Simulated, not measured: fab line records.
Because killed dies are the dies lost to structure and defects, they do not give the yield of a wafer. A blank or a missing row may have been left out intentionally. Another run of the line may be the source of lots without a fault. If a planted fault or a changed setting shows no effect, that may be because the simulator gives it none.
Matching of chambers | flow n5-finfet | N5_BEOL_M4_ETCH_64 on rie-diel-03: 4 sister chambers
The step etches SOC in N2/H2, target depth 75 nm, overetch 22.5 nm, time 121.9 s. 8 wafers are shown with their chamber, then 9 later ones without.

== WAFERS WITH THEIR CHAMBER ==
wafer  | chamber | drypump-motor-current-A (A) | throttle-valve-pct (%)
L089.3 | 2       | 5.8                         | 18.02
L089.5 | 1       | 4.8                         | 17.42
L090.2 | 1       | 4.9                         | 17.41
L090.3 | 0       | 6.3                         | 18.13
L090.4 | 3       | 5.8                         | 17.72
L093.4 | 0       | 6.2                         | 18.14
L093.5 | 3       | 5.8                         | 17.73
L093.6 | 2       | 5.8                         | 18.03

== WAFERS WITHOUT THEIR CHAMBER ==
wafer  | drypump-motor-current-A (A) | throttle-valve-pct (%)
L094.2 | 5.8                         | 18.07
L094.3 | 4.8                         | 17.43
L094.4 | 5.8                         | 18.05
L096.1 | 4.8                         | 17.45
L096.2 | 5.7                         | 18.07
L096.6 | 5.8                         | 17.74
L097.1 | 4.8                         | 17.46
L097.3 | 5.8                         | 18.07
L097.5 | 5.8                         | 18.06

== WHICH CHAMBER EACH WENT THROUGH ==
wafer  | from the rows above | in truth
L094.2 | 2                   | 2
L094.3 | 1                   | 1
L094.4 | 2                   | 2
L096.1 | 1                   | 1
L096.2 | 2                   | 2
L096.6 | 3                   | 3
L097.1 | 1                   | 1
L097.3 | 2                   | 2
L097.5 | 2                   | 2
9 of 9 placed correctly. Not placeable from these rows: 0. Wrongly placed: 0.
How it was worked out, from the rows above alone: a wafer's distance from a chamber is the root of the sum, over the readings, of the square of ((its reading less the chamber's mean) divided by the reading's scatter). The wafer belongs to the nearest chamber; if the next one is less than 2 further off, it can't be placed. Each chamber's mean is taken over the wafers shown for it. How the scatter is found: for the shown wafers, subtract from each reading the mean of its chamber, square and add these, divide the total by (wafers less chambers), then take the root.
